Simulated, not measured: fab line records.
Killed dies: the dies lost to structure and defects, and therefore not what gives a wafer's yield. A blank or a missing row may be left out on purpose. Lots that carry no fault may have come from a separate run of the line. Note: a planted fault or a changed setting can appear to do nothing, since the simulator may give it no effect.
Split-lot trial -- flow n5-finfet -- 7 lots, 21 wafers read, on a route of 1938 steps

## ABOUT THE SPLIT
At N5_MOL_CONTACT_COAG_ETCH_105 (etches SiARC in CF4, target depth 15.6 nm, time 26 s), the setting bias-w was moved away from the recipe's 36 W on 9 of the 21 wafers read, by -4.5% to +14.0%. For the rest of the wafers, this setting stayed at what the recipe calls for.

The reading comes from the split's own step.

## THE READING
rf-vpp-V, in V, at N5_MOL_CONTACT_COAG_ETCH_105 (etches SiARC in CF4, target depth 15.6 nm, time 26 s). Fault-free wafers of this fab line usually give 184.2 V, standard deviation 1.3 V.

wafer,"tool, chamber at the split","bias-w as run, W",against the recipe,"rf-vpp-V, V",against lot-mates on the recipe
L075.2,"rie-diel-03, 2",36,recipe,184.7,-
L075.5,"rie-diel-03, 3",36,recipe,185.1,-
L075.6,"rie-diel-03, 2",36,recipe,183.0,-
L076.4,"rie-diel-03, 0",36,recipe,183.5,-
L076.5,"rie-diel-03, 2",41.04,+14.0%,199.0,+15.5
L076.6,"rie-diel-03, 3",41.04,+14.0%,201.4,+17.9
L081.2,"rie-diel-02, 2",36,recipe,183.7,-
L081.3,"rie-diel-02, 3",36,recipe,184.5,-
L081.4,"rie-diel-02, 0",36,recipe,182.9,-
L082.1,"rie-diel-06, 0",36,recipe,184.4,-
L082.3,"rie-diel-06, 2",36,recipe,182.7,-
L082.5,"rie-diel-06, 1",40.56,+12.7%,197.1,+13.5
L083.4,"rie-diel-02, 2",36,recipe,184.1,-
L083.5,"rie-diel-02, 1",34.37,-4.5%,179.0,-5.1
L083.6,"rie-diel-02, 2",34.37,-4.5%,179.1,-5.0
L096.2,"rie-diel-02, 3",39.78,+10.5%,195.8,+12.2
L096.3,"rie-diel-02, 0",39.78,+10.5%,195.0,+11.4
L096.4,"rie-diel-02, 0",36,recipe,183.6,-
L097.2,"rie-diel-06, 0",39.73,+10.4%,197.0,+14.3
L097.3,"rie-diel-06, 1",36,recipe,182.7,-
L097.5,"rie-diel-06, 0",39.73,+10.4%,198.2,+15.5

FIT RESULTS
A straight line over all 21 wafers: rf-vpp-V changes by +1.16 V for each +1% of bias-w; r = +0.99; the points scatter about the line by 1 V.
The same after taking each lot's own level away (the mean of its wafers on the recipe; 21 wafers): +1.2 V for each +1%; r = +0.99; scatter 1.2 V.
According to that fit, moving bias-w by its largest amount changes the reading by 17 V.
From 182.70 to 184.27 V: that is the span of the lots' own levels, equal to 1.2 times the standard deviation above.
Consequently the slope shifts little with the lot-to-lot level, the two slopes agreeing.
Check: with one of the wafers moved furthest among these (+14.0%) left out of the fit, the line predicts +17.2 V for it against its lot-mates. Against them it came out at +15.5 V.
Tool readings at the split's step, against how far the setting was moved: rf-vpp-V r = +0.99.

## OTHER SPLITS APPLIED TO THESE WAFERS
Before the reading, these wafers also passed through other splits. Each is held against what the fit with the lots' levels taken away leaves over:
other split on the same wafers,wafers away from the commonest value,r with rf-vpp-V (lot level and that fit taken away)
N5_GATE_CUT_EXPOSE_10 dose-mj,9,-0.28
N5_MOL_CONTACT_COAG_EXPOSE_05 dose-mj,7,-0.22

## FILE'S OWN FIT
rf-vpp-V changes by +1.19 V for each +1% of bias-w, r = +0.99.
